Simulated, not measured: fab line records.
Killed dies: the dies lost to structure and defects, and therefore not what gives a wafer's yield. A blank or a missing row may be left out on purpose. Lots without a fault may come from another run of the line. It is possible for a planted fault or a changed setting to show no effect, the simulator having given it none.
Split-lot trial	flow n5 finfet	route with 1938 steps; 7 lots, 21 wafers read

== SPLIT DETAILS ==
At N5_PASSIVATION_ETCH_54 (etches SiO2 in CHF3/O2, target depth 880 nm, time 440 s), the setting bias w was moved away from the recipe's 170 W on 10 of the 21 wafers read, by -17.4% to +14.5%. The other wafers ran this setting at the recipe's value.

Reading taken at the split's own step.

== THE READING ==
rf vpp V, in V, at N5_PASSIVATION_ETCH_54 (etches SiO2 in CHF3/O2, target depth 880 nm, time 440 s). Typical for fault-free wafers on this fab line: 518 V, with standard deviation 8.3 V.

wafer	tool, chamber at the split	bias w as run, W	against the recipe	rf vpp V, V	against lot-mates on the recipe
L074.2	rie diel-04, 3	140.5	-17.4%	447	-74
L074.5	rie diel-04, 0	170	recipe	521	-
L074.6	rie diel-04, 1	140.5	-17.4%	450	-71
L076.2	rie diel-05, 2	147.8	-13.1%	468	-55
L076.3	rie diel-05, 0	170	recipe	523	-
L076.5	rie diel-05, 0	147.8	-13.1%	467	-56
L078.1	rie diel-05, 0	194.6	+14.5%	582	+69
L078.2	rie diel-05, 1	194.6	+14.5%	572	+59
L078.6	rie diel-05, 1	170	recipe	513	-
L085.4	rie diel-05, 3	170	recipe	514	-
L085.5	rie diel-05, 0	170	recipe	523	-
L085.6	rie diel-05, 3	159.4	-6.2%	489	-30
L089.3	rie diel-05, 2	170	recipe	521	-
L089.4	rie diel-05, 3	191.8	+12.8%	567	+46
L089.5	rie diel-05, 0	191.8	+12.8%	576	+55
L092.3	rie diel-06, 1	170	recipe	535	-
L092.4	rie diel-06, 2	170	recipe	509	-
L092.6	rie diel-06, 3	170	recipe	520	-
L094.1	rie diel-05, 2	158	-7.1%	491	-26
L094.2	rie diel-05, 0	170	recipe	522	-
L094.6	rie diel-05, 3	170	recipe	513	-

FIT RESULTS
A straight line over all 21 wafers: rf vpp V changes by +4.05 V for each +1% of bias w; r = +0.99; the points scatter about the line by 5.7 V.
The same after taking each lot's own level away (the mean of its wafers on the recipe; 21 wafers): +4.2 V for each +1%; r = +0.99; scatter 5.5 V.
The reading moves by 73 V for the largest change in bias w, on that fit.
The span of the lots' own levels, 513.0 to 523.0 V, comes to 1.2 times the standard deviation stated above.
The two slopes are in agreement: the lot-to-lot level therefore moves the slope only a little.
Check: for one of the wafers moved furthest among these (-17.4%), held out of the fit, the line's prediction against its lot-mates is -72.8 V. It came out at -74 V against them.
Tool readings at the split's step, against how far the setting was moved: rf vpp V r = +0.99.

== THE OTHER SPLITS THESE WAFERS WENT THROUGH ==
Note: prior to the reading, these wafers also went through further splits. Each is held against what the fit with the lots' levels taken away leaves over:
other split on the same wafers	wafers away from the commonest value	r with rf vpp V (lot level and that fit taken away)
N5_PASSIVATION_VIA_ETCH_13 bias w	8	+0.11

== THE FILE'S OWN FIT ==
rf vpp V changes by +4.21 V for each +1% of bias w, r = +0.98.
